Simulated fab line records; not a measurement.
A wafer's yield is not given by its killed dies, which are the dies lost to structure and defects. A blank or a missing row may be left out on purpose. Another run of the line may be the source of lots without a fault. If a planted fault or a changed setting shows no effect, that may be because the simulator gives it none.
What tool caused it? + flow n5-finfet + Sampling: 24 lots, 72 wafers, 6 of 1938 route steps

== WHAT THE GAUGES SHOWED, per wafer ==
N5_BEOL_M4_OVL_MEAS_12. Usual: M4_OVL 0.3 nm, standard deviation 0.7.
| lot  | measured     | on         | M4_OVL (nm)    | flag |
|------|--------------|------------|----------------|------|
| L075 | day 8 07:47  | overlay-01 | -0.7 0.1 -0.4  |      |
| L074 | day 8 08:07  | overlay-02 | 0.9 1.0 -0.2   |      |
| L076 | day 8 12:52  | overlay-01 | -0.7 0.3 -0.4  |      |
| L078 | day 8 13:11  | overlay-01 | -1.3 -0.4 -0.3 |      |
| L077 | day 8 14:56  | overlay-02 | 0.7 -0.3 1.2   |      |
| L079 | day 8 22:45  | overlay-01 | 0.6 -0.5 -0.7  |      |
| L080 | day 8 23:53  | overlay-02 | 0.5 0.8 0.0    |      |
| L081 | day 9 05:44  | overlay-02 | 1.2 1.1 1.4    |      |
| L082 | day 9 12:17  | overlay-01 | 0.3 0.3 0.6    |      |
| L083 | day 11 03:41 | overlay-01 | -2.0 -0.9 1.1  |      |
| L084 | day 11 06:24 | overlay-01 | 1.1 0.4 0.0    |      |
| L085 | day 11 22:21 | overlay-01 | -0.3 0.6 0.3   |      |
| L086 | day 12 04:13 | overlay-01 | -0.2 0.5 0.2   |      |
| L088 | day 12 10:33 | overlay-02 | -0.8 -1.1 -0.4 |      |
| L087 | day 12 10:43 | overlay-01 | 0.7 -0.2 1.0   |      |
| L089 | day 12 11:53 | overlay-02 | 0.1 -0.4 1.5   |      |
| L090 | day 12 12:08 | overlay-01 | 0.4 -0.1 1.2   |      |
| L091 | day 12 14:53 | overlay-02 | 0.1 -0.6 -1.3  |      |
| L093 | day 12 15:50 | overlay-01 | -0.2 0.4 -0.6  |      |
| L092 | day 12 22:49 | overlay-02 | 1.1 1.2 1.7    |      |
| L095 | day 13 06:37 | overlay-01 | -0.1 -0.3 -0.9 |      |
| L094 | day 13 06:43 | overlay-01 | 0.6 0.1 1.7    |      |
| L096 | day 14 09:49 | overlay-02 | 0.5 1.3 0.3    |      |
| L097 | day 14 20:46 | overlay-02 | 1.2 0.6 0.5    |      |

N5_BEOL_M4_OVL_MEAS_29. Usual: V3_OVL 0.2 nm, standard deviation 0.63.
| lot  | measured     | on         | V3_OVL (nm)    | flag |
|------|--------------|------------|----------------|------|
| L075 | day 8 08:47  | overlay-01 | 0.1 0.4 1.2    |      |
| L074 | day 8 09:01  | overlay-02 | 0.0 0.7 0.2    |      |
| L076 | day 8 13:55  | overlay-01 | 1.5 1.0 1.0    |      |
| L078 | day 8 14:12  | overlay-01 | 0.6 -0.3 0.3   |      |
| L077 | day 8 15:56  | overlay-02 | -0.2 0.4 0.3   |      |
| L079 | day 8 23:45  | overlay-01 | 0.3 -0.1 0.3   |      |
| L080 | day 9 00:59  | overlay-02 | -0.1 0.3 -0.2  |      |
| L081 | day 9 06:44  | overlay-01 | -0.3 0.7 -0.3  |      |
| L082 | day 9 13:12  | overlay-01 | -0.9 -0.4 0.9  |      |
| L083 | day 11 04:47 | overlay-02 | 0.2 0.6 -0.5   |      |
| L084 | day 11 07:41 | overlay-02 | -0.3 0.1 -0.1  |      |
| L085 | day 11 23:47 | overlay-01 | 0.3 0.3 0.9    |      |
| L086 | day 12 05:11 | overlay-02 | -0.1 -0.3 -0.4 |      |
| L088 | day 12 11:38 | overlay-02 | 0.5 1.1 0.7    |      |
| L087 | day 12 11:49 | overlay-02 | -0.2 -0.8 -0.4 |      |
| L089 | day 12 12:53 | overlay-02 | 0.6 -0.1 1.1   |      |
| L090 | day 12 13:09 | overlay-01 | 0.8 0.1 0.2    |      |
| L091 | day 12 15:53 | overlay-02 | 0.8 0.5 0.4    |      |
| L093 | day 12 17:13 | overlay-02 | 0.0 0.7 -0.2   |      |
| L092 | day 12 23:41 | overlay-01 | 0.6 0.5 0.2    |      |
| L095 | day 13 07:56 | overlay-01 | -0.7 0.0 -0.7  |      |
| L094 | day 13 08:07 | overlay-01 | 0.2 -0.8 -1.3  |      |
| L096 | day 14 10:43 | overlay-02 | 0.5 0.3 0.1    |      |
| L097 | day 14 21:47 | overlay-01 | 1.1 0.5 0.7    |      |

== WHICH TOOL RAN EACH LOT (tool, then ch and the chambers of the sampled wafers, then the start) ==
| lot  | N5_BEOL_M3_PRE_CLEAN_45      | N5_BEOL_M3_SPUTTER_86        | N5_BEOL_M4_ILD_DEP_00           | N5_BEOL_M4_ETCH_74                 |
|------|------------------------------|------------------------------|---------------------------------|------------------------------------|
| L075 | pvd-sputter-03, day 8 01:20  | pvd-sputter-02, day 8 04:07  | pecvd-04 ch 0,2, day 8 06:19    | rie-diel-04 ch 1,2,3, day 8 07:55  |
| L074 | pvd-sputter-03, day 8 03:29  | pvd-sputter-01, day 8 04:46  | pecvd-02 ch 0,1, day 8 06:58    | rie-diel-03 ch 2,3, day 8 08:16    |
| L076 | pvd-sputter-02, day 8 07:35  | pvd-sputter-01, day 8 08:53  | pecvd-02 ch 0,2, day 8 11:05    | rie-diel-03 ch 0,1,3, day 8 13:02  |
| L078 | pvd-sputter-01, day 8 07:49  | pvd-sputter-03, day 8 09:21  | pecvd-04 ch 0,1,2, day 8 11:35  | rie-diel-04 ch 1,2, day 8 13:19    |
| L077 | pvd-sputter-01, day 8 10:11  | pvd-sputter-03, day 8 11:47  | pecvd-01 ch 0,2, day 8 14:01    | rie-diel-04 ch 1,2,3, day 8 15:04  |
| L079 | pvd-sputter-02, day 8 17:01  | pvd-sputter-02, day 8 18:31  | pecvd-02 ch 0,1, day 8 20:59    | rie-diel-04 ch 1,2, day 8 22:53    |
| L080 | pvd-sputter-02, day 8 17:05  | pvd-sputter-02, day 8 20:21  | pecvd-04 ch 1,2, day 8 22:34    | rie-diel-04 ch 2,3, day 9 00:02    |
| L081 | pvd-sputter-03, day 8 21:03  | pvd-sputter-02, day 8 22:29  | pecvd-01 ch 1,2, day 9 01:11    | rie-diel-01 ch 1,3, day 9 05:51    |
| L082 | pvd-sputter-02, day 9 05:49  | pvd-sputter-02, day 9 07:16  | pecvd-01 ch 0,2, day 9 09:44    | rie-diel-01 ch 0,2, day 9 12:25    |
| L083 | pvd-sputter-01, day 10 21:07 | pvd-sputter-03, day 10 23:20 | pecvd-02 ch 1,2, day 11 01:35   | rie-diel-04 ch 1,2,3, day 11 03:49 |
| L084 | pvd-sputter-02, day 11 00:30 | pvd-sputter-02, day 11 01:48 | pecvd-02 ch 0,1,2, day 11 04:03 | rie-diel-04 ch 1,2, day 11 06:48   |
| L085 | pvd-sputter-03, day 11 16:43 | pvd-sputter-01, day 11 18:50 | pecvd-02 ch 0,2, day 11 21:04   | rie-diel-01 ch 2,3, day 11 22:49   |
| L086 | pvd-sputter-01, day 11 21:43 | pvd-sputter-03, day 11 22:57 | pecvd-02 ch 0,1, day 12 01:20   | rie-diel-03 ch 0,2,3, day 12 04:20 |
| L088 | pvd-sputter-03, day 11 22:15 | pvd-sputter-03, day 12 02:47 | pecvd-02 ch 0,1, day 12 07:57   | rie-diel-01 ch 1,2,3, day 12 10:40 |
| L087 | pvd-sputter-01, day 12 03:48 | pvd-sputter-03, day 12 05:02 | pecvd-04 ch 1,2, day 12 08:05   | rie-diel-04 ch 0,1,3, day 12 10:50 |
| L089 | pvd-sputter-02, day 12 07:04 | pvd-sputter-01, day 12 08:22 | pecvd-02 ch 0,1, day 12 10:35   | rie-diel-03 ch 0,1,3, day 12 12:01 |
| L090 | pvd-sputter-03, day 12 07:09 | pvd-sputter-03, day 12 08:43 | pecvd-04 ch 0,1,2, day 12 11:01 | rie-diel-01 ch 1,2, day 12 12:14   |
| L091 | pvd-sputter-03, day 12 07:32 | pvd-sputter-01, day 12 10:17 | pecvd-01 ch 0,1, day 12 12:41   | rie-diel-04 ch 0,1,2, day 12 15:01 |
| L093 | pvd-sputter-02, day 12 11:35 | pvd-sputter-01, day 12 12:59 | pecvd-04 ch 0,1,2, day 12 15:11 | rie-diel-01 ch 0,1,3, day 12 16:20 |
| L092 | pvd-sputter-02, day 12 18:16 | pvd-sputter-03, day 12 19:53 | pecvd-02 ch 0,1,2, day 12 22:09 | rie-diel-03 ch 0,1, day 12 22:55   |
| L095 | pvd-sputter-03, day 12 22:19 | pvd-sputter-02, day 13 00:08 | pecvd-02 ch 0,1,2, day 13 02:23 | rie-diel-04 ch 1,2,3, day 13 07:04 |
| L094 | pvd-sputter-01, day 13 01:11 | pvd-sputter-01, day 13 02:33 | pecvd-02 ch 0,1,2, day 13 04:46 | rie-diel-03 ch 0,1,2, day 13 07:07 |
| L096 | pvd-sputter-01, day 14 03:20 | pvd-sputter-02, day 14 06:01 | pecvd-02 ch 0,2, day 14 08:14   | rie-diel-04 ch 0,1, day 14 09:56   |
| L097 | pvd-sputter-01, day 14 14:16 | pvd-sputter-01, day 14 17:17 | pecvd-01 ch 0,1, day 14 19:29   | rie-diel-01 ch 1,2,3, day 14 20:53 |
- N5_BEOL_M3_PRE_CLEAN_45: time 30 s.
- N5_BEOL_M3_SPUTTER_86: material Cu, target thk 4.5 nm, time 8.29 s.
- N5_BEOL_M4_ILD_DEP_00: deposits SiOC from DEMS/O2, target thk 79 nm, time 15.3 s.
- N5_BEOL_M4_ETCH_74: etches underlayer in N2/H2, target depth 6.5 nm, time 5.2 s.

== AS READ BY THE TOOLS THEMSELVES (means over the sampled wafers that have a number; for cases with no such wafer, the mark the record gives instead) ==
N5_BEOL_M3_PRE_CLEAN_45. Usual: heater-power-w 328 W, standard deviation 29.
| lot  | tool           | heater-power-w (W) | flag |
|------|----------------|--------------------|------|
| L075 | pvd-sputter-03 | 321                |      |
| L074 | pvd-sputter-03 | 333                |      |
| L076 | pvd-sputter-02 | 350                |      |
| L078 | pvd-sputter-01 | 313                |      |
| L077 | pvd-sputter-01 | 332                |      |
| L079 | pvd-sputter-02 | 366                |      |
| L080 | pvd-sputter-02 | 342                |      |
| L081 | pvd-sputter-03 | 335                |      |
| L082 | pvd-sputter-02 | 344                |      |
| L083 | pvd-sputter-01 | 310                |      |
| L084 | pvd-sputter-02 | 333                |      |
| L085 | pvd-sputter-03 | 312                |      |
| L086 | pvd-sputter-01 | 302                |      |
| L088 | pvd-sputter-03 | 319                |      |
| L087 | pvd-sputter-01 | 314                |      |
| L089 | pvd-sputter-02 | 336                |      |
| L090 | pvd-sputter-03 | 340                |      |
| L091 | pvd-sputter-03 | 320                |      |
| L093 | pvd-sputter-02 | 324                |      |
| L092 | pvd-sputter-02 | 345                |      |
| L095 | pvd-sputter-03 | 317                |      |
| L094 | pvd-sputter-01 | 320                |      |
| L096 | pvd-sputter-01 | 299                |      |
| L097 | pvd-sputter-01 | 303                |      |

N5_BEOL_M3_SPUTTER_86. Usual: throttle-valve-pct 30.4 %, standard deviation 1.3.
| lot  | tool           | throttle-valve-pct (%) | flag |
|------|----------------|------------------------|------|
| L075 | pvd-sputter-02 | 29.4                   |      |
| L074 | pvd-sputter-01 | 31.1                   |      |
| L076 | pvd-sputter-01 | 31.3                   |      |
| L078 | pvd-sputter-03 | 29.7                   |      |
| L077 | pvd-sputter-03 | 30.6                   |      |
| L079 | pvd-sputter-02 | 30.0                   |      |
| L080 | pvd-sputter-02 | 29.6                   |      |
| L081 | pvd-sputter-02 | 29.8                   |      |
| L082 | pvd-sputter-02 | 30.1                   |      |
| L083 | pvd-sputter-03 | 29.4                   |      |
| L084 | pvd-sputter-02 | 29.6                   |      |
| L085 | pvd-sputter-01 | 31.2                   |      |
| L086 | pvd-sputter-03 | 30.0                   |      |
| L088 | pvd-sputter-03 | 30.2                   |      |
| L087 | pvd-sputter-03 | 29.6                   |      |
| L089 | pvd-sputter-01 | 31.9                   |      |
| L090 | pvd-sputter-03 | 30.1                   |      |
| L091 | pvd-sputter-01 | 31.2                   |      |
| L093 | pvd-sputter-01 | 32.2                   |      |
| L092 | pvd-sputter-03 | 30.1                   |      |
| L095 | pvd-sputter-02 | 30.1                   |      |
| L094 | pvd-sputter-01 | 31.6                   |      |
| L096 | pvd-sputter-02 | 29.9                   |      |
| L097 | pvd-sputter-01 | 31.7                   |      |

N5_BEOL_M4_ILD_DEP_00. Usual: heater-power-w 473 W, standard deviation 74; showerhead-plenum-p-Torr 5.699 Torr, standard deviation 0.014; throttle-valve-pct 11.8 %, standard deviation 0.42.
| lot  | tool     | heater-power-w (W) | showerhead-plenum-p-Torr (Torr) | throttle-valve-pct (%) | flag |
|------|----------|--------------------|---------------------------------|------------------------|------|
| L075 | pecvd-04 | 442                | 5.707                           | 11.7                   |      |
| L074 | pecvd-02 | 430                | 5.695                           | 11.7                   |      |
| L076 | pecvd-02 | 510                | 5.694                           | 12.0                   |      |
| L078 | pecvd-04 | 385                | 5.706                           | 12.0                   |      |
| L077 | pecvd-01 | 447                | 5.706                           | 11.2                   |      |
| L079 | pecvd-02 | 499                | 5.686                           | 11.7                   |      |
| L080 | pecvd-04 | 414                | 5.697                           | 12.0                   |      |
| L081 | pecvd-01 | 428                | 5.679                           | 11.8                   |      |
| L082 | pecvd-01 | 491                | 5.699                           | 11.0                   |      |
| L083 | pecvd-02 | 474                | 5.702                           | 11.7                   |      |
| L084 | pecvd-02 | 483                | 5.695                           | 11.8                   |      |
| L085 | pecvd-02 | 529                | 5.701                           | 11.8                   |      |
| L086 | pecvd-02 | 480                | 5.703                           | 11.8                   |      |
| L088 | pecvd-02 | 447                | 5.691                           | 11.7                   |      |
| L087 | pecvd-04 | 444                | 5.699                           | 11.7                   |      |
| L089 | pecvd-02 | 508                | 5.691                           | 11.9                   |      |
| L090 | pecvd-04 | 404                | 5.708                           | 12.1                   |      |
| L091 | pecvd-01 | 521                | 5.693                           | 11.7                   |      |
| L093 | pecvd-04 | 417                | 5.703                           | 12.2                   |      |
| L092 | pecvd-02 | 533                | 5.700                           | 11.7                   |      |
| L095 | pecvd-02 | 528                | 5.695                           | 11.6                   |      |
| L094 | pecvd-02 | 476                | 5.699                           | 11.8                   |      |
| L096 | pecvd-02 | 552                | 5.691                           | 11.6                   |      |
| L097 | pecvd-01 | 518                | 5.703                           | 11.7                   |      |

N5_BEOL_M4_ETCH_74. Usual: bias-w 150.0 W, standard deviation 0.45; chamber-pressure-mTorr 30.00 mTorr, standard deviation 0.044; drypump-motor-current-A 5.6 A, standard deviation 0.45; etch-rf-on-time-s 5.17 s, standard deviation 0.14; h2-flow-sccm 200.0 sccm, standard deviation 0.57; oes-product-au 0.72 a.u., standard deviation 0.059; rf-vpp-V 524 V, standard deviation 3.1; showerhead-plenum-p-Torr 2.56 Torr, standard deviation 0.1; throttle-valve-pct 17.76 %, standard deviation 0.23.
| lot  | tool        | bias-w (W) | chamber-pressure-mTorr (mTorr) | drypump-motor-current-A (A) | etch-rf-on-time-s (s) | h2-flow-sccm (sccm) | oes-product-au (a.u.) | rf-vpp-V (V) | showerhead-plenum-p-Torr (Torr) | throttle-valve-pct (%) | flag |
|------|-------------|------------|--------------------------------|-----------------------------|-----------------------|---------------------|-----------------------|--------------|---------------------------------|------------------------|------|
| L075 | rie-diel-04 | 149.4      | 29.99                          | 5.9                         | 5.18                  | 200.0               | 0.75                  | 524          | 2.58                            | 17.80                  |      |
| L074 | rie-diel-03 | 150.1      | 29.97                          | 5.5                         | 5.30                  | 200.0               | 0.66                  | 526          | 2.61                            | 17.76                  |      |
| L076 | rie-diel-03 | 149.7      | 29.99                          | 5.4                         | 5.22                  | 199.7               | 0.70                  | 526          | 2.60                            | 17.63                  |      |
| L078 | rie-diel-04 | 150.3      | 30.00                          | 6.1                         | 5.22                  | 199.5               | 0.72                  | 523          | 2.50                            | 17.90                  |      |
| L077 | rie-diel-04 | 149.9      | 30.04                          | 5.9                         | 5.18                  | 200.3               | 0.75                  | 524          | 2.58                            | 17.81                  |      |
| L079 | rie-diel-04 | 150.0      | 29.98                          | 6.1                         | 5.06                  | 200.0               | 0.73                  | 523          | 2.50                            | 17.91                  |      |
| L080 | rie-diel-04 | 149.8      | 29.98                          | 5.7                         | 5.18                  | 200.1               | 0.75                  | 529          | 2.66                            | 17.74                  |      |
| L081 | rie-diel-01 | 150.2      | 30.03                          | 5.1                         | 5.04                  | 199.8               | 0.78                  | 525          | 2.59                            | 17.54                  |      |
| L082 | rie-diel-01 | 150.0      | 30.02                          | 5.8                         | 5.20                  | 199.8               | 0.64                  | 521          | 2.42                            | 17.93                  |      |
| L083 | rie-diel-04 | 150.0      | 30.00                          | 6.0                         | 5.17                  | 199.9               | 0.72                  | 525          | 2.57                            | 17.83                  |      |
| L084 | rie-diel-04 | 150.4      | 30.02                          | 6.2                         | 5.14                  | 200.3               | 0.70                  | 523          | 2.49                            | 17.94                  |      |
| L085 | rie-diel-01 | 150.0      | 30.01                          | 5.6                         | 5.08                  | 199.4               | 0.79                  | 527          | 2.65                            | 17.71                  |      |
| L086 | rie-diel-03 | 149.9      | 30.01                          | 5.5                         | 5.33                  | 199.8               | 0.64                  | 523          | 2.52                            | 17.87                  |      |
| L088 | rie-diel-01 | 149.8      | 29.99                          | 5.4                         | 5.10                  | 200.4               | 0.76                  | 526          | 2.62                            | 17.69                  |      |
| L087 | rie-diel-04 | 150.1      | 30.03                          | 5.8                         | 5.09                  | 200.3               | 0.74                  | 525          | 2.54                            | 17.90                  |      |
| L089 | rie-diel-03 | 150.2      | 30.00                          | 5.4                         | 5.25                  | 200.2               | 0.66                  | 524          | 2.59                            | 17.68                  |      |
| L090 | rie-diel-01 | 149.7      | 29.98                          | 5.5                         | 5.12                  | 200.1               | 0.75                  | 527          | 2.63                            | 17.71                  |      |
| L091 | rie-diel-04 | 150.2      | 30.03                          | 5.7                         | 5.13                  | 200.1               | 0.71                  | 522          | 2.49                            | 17.76                  |      |
| L093 | rie-diel-01 | 150.2      | 29.96                          | 5.2                         | 5.12                  | 200.0               | 0.73                  | 524          | 2.54                            | 17.67                  |      |
| L092 | rie-diel-03 | 149.8      | 30.01                          | 5.3                         | 5.27                  | 199.8               | 0.65                  | 523          | 2.52                            | 17.74                  |      |
| L095 | rie-diel-04 | 150.1      | 30.00                          | 5.9                         | 5.13                  | 199.6               | 0.70                  | 525          | 2.57                            | 17.88                  |      |
| L094 | rie-diel-03 | 149.8      | 30.04                          | 5.4                         | 5.18                  | 200.3               | 0.66                  | 523          | 2.52                            | 17.79                  |      |
| L096 | rie-diel-04 | 149.9      | 29.97                          | 5.6                         | 5.15                  | 200.2               | 0.73                  | 523          | 2.47                            | 17.81                  |      |
| L097 | rie-diel-01 | 150.4      | 29.96                          | 5.4                         | 5.12                  | 199.8               | 0.73                  | 526          | 2.61                            | 17.72                  |      |

== THE ANSWER, worked out from the rows above alone ==
Rule: a lot is off if the mean of its wafers that have a number lies more than 3 standard deviations from the usual mean. A lot without any number at a reading at which 4 lots or more have one is off too. Any other lot the step has rows for is counted as sound. First the gauges in route order, then the tools' own readings, where a lot's mean is used as printed above. At the first step where some lot is off, the reading lying furthest off is the one used; lots without a number count as furthest.
No lot is off on any of the readings shown, so nothing can be concluded from this.

== WHAT THE SIMULATOR HAD INSERTED ==
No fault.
